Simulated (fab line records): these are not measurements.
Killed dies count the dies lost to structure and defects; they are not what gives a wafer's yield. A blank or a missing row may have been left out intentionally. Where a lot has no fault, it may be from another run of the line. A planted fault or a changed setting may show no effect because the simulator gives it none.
fab line records || flow n5_finfet
[record] {"lots": 7, "wafers": 21}
route steps=1938 shown TV_LITHO@1879 TV_OPEN@1887
start_h: hours from the record's opening day to when the first of the lot's shown wafers began || wait_h: hours from the lot's prior step to this one || " same as the row above || L1.1+2: one row covering several wafers at once || - value missing, or start not given || * or withheld: withheld || < > ~ a bound
route shown NAME@n: a module of which the file shows steps, and the number in the route of the first || usual: mean/standard deviation of fault-free wafers || same: alike in all rows || chamber/n: place in a boat || sites: each site's reading || _std_site: the values' standard deviation || _edge_site: outer sites' mean less inner sites' || radius_mm: for every site, how far away it sits from the centre of the wafer || mask NAME#n: copy n || behind: the tool/chamber that last shaped the wafer || hold: why the lot was held/for how many hours/how that ended || device: the transistor (n, p or np) that didn't switch || end of line: the same wafers' tests at the end of the route || step lacking rows: just its recipe || killed: dies that structure and defects cost at the first sort, which is not the same as the wafer's yield || map: a wafer's dies, marking killed ones x, the rest . and places with no die _
set.NAME: setting as actually run; set.NAME@STEP: the setting as run at that earlier step || model.NAME: the simulator's own value behind a step, which no gauge read
lots with deliberately changed settings; one table per step, one row per wafer
[[steps]]
[step N5_PASSIVATION_EXPOSE_07]
[recipe] {"mask_id": "TV", "na": 0.55, "source_shape": "conventional", "sigma_outer": 0.8, "polarization": "unpolarized", "defocus_nm": 0, "target_cd_nm": 3000, "dose_mj": 22.75}
{"lot.wafer": "L075.1+4", "tool": "krf_scanner-01", "chamber": 0, "start_h": 278.64, "wait_h": "-", "mask": "TV#0", "set.dose_mj": 21.84}
{"lot.wafer": "L075.2", "tool": "krf_scanner-01", "chamber": 0, "start_h": 278.64, "wait_h": "-", "mask": "TV#0", "set.dose_mj": 22.75}
{"lot.wafer": "L082.2+5", "tool": "krf_scanner-01", "chamber": 0, "start_h": 336.17, "wait_h": "-", "mask": "TV#0", "set.dose_mj": 22.75}
{"lot.wafer": "L082.3", "tool": "krf_scanner-01", "chamber": 0, "start_h": 336.17, "wait_h": "-", "mask": "TV#0", "set.dose_mj": 24.32}
{"lot.wafer": "L085.4+5", "tool": "krf_scanner-02", "chamber": 0, "start_h": 342.28, "wait_h": "-", "mask": "TV#0", "set.dose_mj": 22.2}
{"lot.wafer": "L085.6", "tool": "krf_scanner-02", "chamber": 0, "start_h": 342.28, "wait_h": "-", "mask": "TV#0", "set.dose_mj": 22.75}
{"lot.wafer": "L086.2+4", "tool": "krf_scanner-02", "chamber": 0, "start_h": 357.06, "wait_h": "-", "mask": "TV#0", "set.dose_mj": 21.85}
{"lot.wafer": "L086.3", "tool": "krf_scanner-02", "chamber": 0, "start_h": 357.06, "wait_h": "-", "mask": "TV#0", "set.dose_mj": 22.75}
{"lot.wafer": "L087.1+2+6", "tool": "krf_scanner-01", "chamber": 0, "start_h": 361.57, "wait_h": "-", "mask": "TV#0", "set.dose_mj": 22.75}
{"lot.wafer": "L089.1+2+4", "tool": "krf_scanner-01", "chamber": 0, "start_h": 375.57, "wait_h": "-", "mask": "TV#0", "set.dose_mj": 22.75}
{"lot.wafer": "L091.1", "tool": "krf_scanner-02", "chamber": 0, "start_h": 391.00, "wait_h": "-", "mask": "TV#0", "set.dose_mj": 23.85}
{"lot.wafer": "L091.4+6", "tool": "krf_scanner-02", "chamber": 0, "start_h": 391.00, "wait_h": "-", "mask": "TV#0", "set.dose_mj": 22.75}
[step N5_PASSIVATION_PEB_08]
[recipe] {"peb_temp_c": "withheld", "peb_time_s": "*"}
[step N5_PASSIVATION_DEVELOP_09]
[recipe] {"develop_time_s": 60, "rinse_liquid": "diw", "dry": "air_spin", "dev_temp_c": 21}
[step N5_PASSIVATION_HARDBAKE_11]
[recipe] {"temp_c": 130, "time_s": 120}
[step N5_PASSIVATION_CD_MEAS_10]
[recipe] {"target_cd_nm": 3000, "landing_energy_ev": 500, "detector": "se_inlens"}
[usual] {"cd_nm": "3000/3.4"}
{"lot.wafer": "L075.1", "tool": "cd_sem-02", "chamber": 0, "start_h": 278.82, "wait_h": "-", "set.dose_mj@PASSIVATION_EXPOSE_07": 21.84, "cd_nm": 2986}
{"lot.wafer": "L075.2", "tool": "cd_sem-02", "chamber": 0, "start_h": 278.82, "wait_h": "-", "set.dose_mj@PASSIVATION_EXPOSE_07": 22.75, "cd_nm": 2997}
{"lot.wafer": "L075.4", "tool": "cd_sem-02", "chamber": 0, "start_h": 278.82, "wait_h": "-", "set.dose_mj@PASSIVATION_EXPOSE_07": 21.84, "cd_nm": 2988}
{"lot.wafer": "L082.2", "tool": "cd_sem-03", "chamber": 0, "start_h": 336.35, "wait_h": "-", "set.dose_mj@PASSIVATION_EXPOSE_07": 22.75, "cd_nm": 2999}
{"lot.wafer": "L082.3", "tool": "cd_sem-03", "chamber": 0, "start_h": 336.35, "wait_h": "-", "set.dose_mj@PASSIVATION_EXPOSE_07": 24.32, "cd_nm": 3009}
{"lot.wafer": "L082.5", "tool": "cd_sem-03", "chamber": 0, "start_h": 336.35, "wait_h": "-", "set.dose_mj@PASSIVATION_EXPOSE_07": 22.75, "cd_nm": 2995}
{"lot.wafer": "L085.4", "tool": "cd_sem-03", "chamber": 0, "start_h": 342.45, "wait_h": "-", "set.dose_mj@PASSIVATION_EXPOSE_07": 22.2, "cd_nm": 2999}
{"lot.wafer": "L085.5", "tool": "cd_sem-03", "chamber": 0, "start_h": 342.45, "wait_h": "-", "set.dose_mj@PASSIVATION_EXPOSE_07": 22.2, "cd_nm": 2997}
{"lot.wafer": "L085.6", "tool": "cd_sem-03", "chamber": 0, "start_h": 342.45, "wait_h": "-", "set.dose_mj@PASSIVATION_EXPOSE_07": 22.75, "cd_nm": 3003}
{"lot.wafer": "L086.2", "tool": "cd_sem-03", "chamber": 0, "start_h": 357.24, "wait_h": "-", "set.dose_mj@PASSIVATION_EXPOSE_07": 21.85, "cd_nm": 2993}
{"lot.wafer": "L086.3", "tool": "cd_sem-03", "chamber": 0, "start_h": 357.24, "wait_h": "-", "set.dose_mj@PASSIVATION_EXPOSE_07": 22.75, "cd_nm": 3003}
{"lot.wafer": "L086.4", "tool": "cd_sem-03", "chamber": 0, "start_h": 357.24, "wait_h": "-", "set.dose_mj@PASSIVATION_EXPOSE_07": 21.85, "cd_nm": 2991}
{"lot.wafer": "L087.1", "tool": "cd_sem-01", "chamber": 0, "start_h": 361.75, "wait_h": "-", "set.dose_mj@PASSIVATION_EXPOSE_07": 22.75, "cd_nm": 2997}
{"lot.wafer": "L087.2", "tool": "cd_sem-01", "chamber": 0, "start_h": 361.75, "wait_h": "-", "set.dose_mj@PASSIVATION_EXPOSE_07": 22.75, "cd_nm": 2995}
{"lot.wafer": "L087.6", "tool": "cd_sem-01", "chamber": 0, "start_h": 361.75, "wait_h": "-", "set.dose_mj@PASSIVATION_EXPOSE_07": 22.75, "cd_nm": 2994}
{"lot.wafer": "L089.1", "tool": "cd_sem-03", "chamber": 0, "start_h": 375.74, "wait_h": "-", "set.dose_mj@PASSIVATION_EXPOSE_07": 22.75, "cd_nm": 2998}
{"lot.wafer": "L089.2", "tool": "cd_sem-03", "chamber": 0, "start_h": 375.74, "wait_h": "-", "set.dose_mj@PASSIVATION_EXPOSE_07": 22.75, "cd_nm": 2998}
{"lot.wafer": "L089.4", "tool": "cd_sem-03", "chamber": 0, "start_h": 375.74, "wait_h": "-", "set.dose_mj@PASSIVATION_EXPOSE_07": 22.75, "cd_nm": 2997}
{"lot.wafer": "L091.1", "tool": "cd_sem-02", "chamber": 0, "start_h": 391.18, "wait_h": "-", "set.dose_mj@PASSIVATION_EXPOSE_07": 23.85, "cd_nm": 3010}
{"lot.wafer": "L091.4", "tool": "cd_sem-02", "chamber": 0, "start_h": 391.18, "wait_h": "-", "set.dose_mj@PASSIVATION_EXPOSE_07": 22.75, "cd_nm": 3001}
{"lot.wafer": "L091.6", "tool": "cd_sem-02", "chamber": 0, "start_h": 391.18, "wait_h": "-", "set.dose_mj@PASSIVATION_EXPOSE_07": 22.75, "cd_nm": 2998}
[step N5_PASSIVATION_DESCUM_12]
[recipe] {"chemistry": "O2", "time_s": 7.9, "source_power_w": 50, "bias_power_w": 20, "pressure_mtorr": 20, "rf_frequency_hz": 2.712e+07, "temp_c": 40, "o2_flow_sccm": 225}
[step N5_PASSIVATION_PASS_ETCH_74]
[recipe] {"chemistry": "CF4/O2", "target": "SiNx", "target_depth_a": 2200, "time_s": 110, "ion_energy_ev": 100, "pressure_mtorr": 40, "source_w": 535, "bias_w": 49, "Ar_flow_sccm": 100, "cf4_flow_sccm": 100, "O2_flow_sccm": 10}
[step N5_PASSIVATION_VIA_ETCH_13]
[recipe] {"chemistry": "CHF3/O2", "target": "SiO2", "target_depth_a": 6600, "CHF3_flow_sccm": 50, "O2_flow_sccm": 5, "Ar_flow_sccm": 200, "time_s": 330, "mask_material": "PR", "pressure_mtorr": 30, "source_w": 650, "bias_w": 170, "ion_energy_ev": 200, "ends": "cleared"}
[usual] {"etch_rf_on_time_s": "237/6.9"}
{"lot.wafer": "L075.1", "tool": "rie_diel-04", "chamber": 3, "start_h": 279.06, "wait_h": 0.0, "set.time_s@PASSIVATION_PECVD_55": 22.5, "etch_rf_on_time_s": 230}
{"lot.wafer": "L075.2", "tool": "rie_diel-04", "chamber": 0, "start_h": 279.06, "wait_h": 0.0, "set.time_s@PASSIVATION_PECVD_55": 20.52, "etch_rf_on_time_s": 217}
{"lot.wafer": "L075.4", "tool": "rie_diel-04", "chamber": 1, "start_h": 279.06, "wait_h": 0.0, "set.time_s@PASSIVATION_PECVD_55": 22.5, "etch_rf_on_time_s": 239}
{"lot.wafer": "L082.2", "tool": "rie_diel-06", "chamber": 0, "start_h": 336.59, "wait_h": 0.0, "set.time_s@PASSIVATION_PECVD_55": 24.67, "etch_rf_on_time_s": 256}
{"lot.wafer": "L082.3", "tool": "rie_diel-06", "chamber": 3, "start_h": 336.59, "wait_h": 0.0, "set.time_s@PASSIVATION_PECVD_55": 22.5, "etch_rf_on_time_s": 232}
{"lot.wafer": "L082.5", "tool": "rie_diel-06", "chamber": 1, "start_h": 336.59, "wait_h": 0.0, "set.time_s@PASSIVATION_PECVD_55": 24.67, "etch_rf_on_time_s": 261}
{"lot.wafer": "L085.4", "tool": "rie_diel-04", "chamber": 0, "start_h": 342.72, "wait_h": 0.0, "set.time_s@PASSIVATION_PECVD_55": 22.5, "etch_rf_on_time_s": 252}
{"lot.wafer": "L085.5", "tool": "rie_diel-04", "chamber": 1, "start_h": 342.72, "wait_h": 0.0, "set.time_s@PASSIVATION_PECVD_55": 22.5, "etch_rf_on_time_s": 251}
{"lot.wafer": "L085.6", "tool": "rie_diel-04", "chamber": 0, "start_h": 342.72, "wait_h": 0.0, "set.time_s@PASSIVATION_PECVD_55": 22.5, "etch_rf_on_time_s": 252}
{"lot.wafer": "L086.2", "tool": "rie_diel-04", "chamber": 1, "start_h": 357.48, "wait_h": 0.0, "set.time_s@PASSIVATION_PECVD_55": 22.5, "etch_rf_on_time_s": 244}
{"lot.wafer": "L086.3", "tool": "rie_diel-04", "chamber": 0, "start_h": 357.48, "wait_h": 0.0, "set.time_s@PASSIVATION_PECVD_55": 24.64, "etch_rf_on_time_s": 265}
{"lot.wafer": "L086.4", "tool": "rie_diel-04", "chamber": 1, "start_h": 357.48, "wait_h": 0.0, "set.time_s@PASSIVATION_PECVD_55": 24.64, "etch_rf_on_time_s": 267}
{"lot.wafer": "L087.1", "tool": "rie_diel-06", "chamber": 2, "start_h": 362.29, "wait_h": 0.0, "set.time_s@PASSIVATION_PECVD_55": 22.5, "etch_rf_on_time_s": 236}
{"lot.wafer": "L087.2", "tool": "rie_diel-06", "chamber": 1, "start_h": 362.29, "wait_h": 0.0, "set.time_s@PASSIVATION_PECVD_55": 22.5, "etch_rf_on_time_s": 234}
{"lot.wafer": "L087.6", "tool": "rie_diel-06", "chamber": 2, "start_h": 362.29, "wait_h": 0.0, "set.time_s@PASSIVATION_PECVD_55": 24.19, "etch_rf_on_time_s": 258}
{"lot.wafer": "L089.1", "tool": "rie_diel-02", "chamber": 2, "start_h": 376.11, "wait_h": 0.0, "set.time_s@PASSIVATION_PECVD_55": 22.5, "etch_rf_on_time_s": 234}
{"lot.wafer": "L089.2", "tool": "rie_diel-02", "chamber": 0, "start_h": 376.11, "wait_h": 0.0, "set.time_s@PASSIVATION_PECVD_55": 22.5, "etch_rf_on_time_s": 231}
{"lot.wafer": "L089.4", "tool": "rie_diel-02", "chamber": 1, "start_h": 376.11, "wait_h": 0.0, "set.time_s@PASSIVATION_PECVD_55": 22.5, "etch_rf_on_time_s": 227}
{"lot.wafer": "L091.1", "tool": "rie_diel-06", "chamber": 1, "start_h": 391.43, "wait_h": 0.0, "set.time_s@PASSIVATION_PECVD_55": 20, "etch_rf_on_time_s": 206}
{"lot.wafer": "L091.4", "tool": "rie_diel-06", "chamber": 3, "start_h": 391.43, "wait_h": 0.0, "set.time_s@PASSIVATION_PECVD_55": 22.5, "etch_rf_on_time_s": 238}
{"lot.wafer": "L091.6", "tool": "rie_diel-06", "chamber": 1, "start_h": 391.43, "wait_h": 0.0, "set.time_s@PASSIVATION_PECVD_55": 20, "etch_rf_on_time_s": 212}
[[key]]
[split] {"step": "N5_PASSIVATION_EXPOSE_07", "setting": "dose_mj", "stated": 22.75, "by": "wafer"}
[response] {"step": "N5_PASSIVATION_CD_MEAS_10", "reading": "cd_nm", "change": "+2.1", "per": "1%", "r": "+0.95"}
split outside_this_file step=N5_PASSIVATION_PECVD_55 setting=time_s
// split outside_this_file: this setting was split too, and the file shows its column; the key of that split is in another file
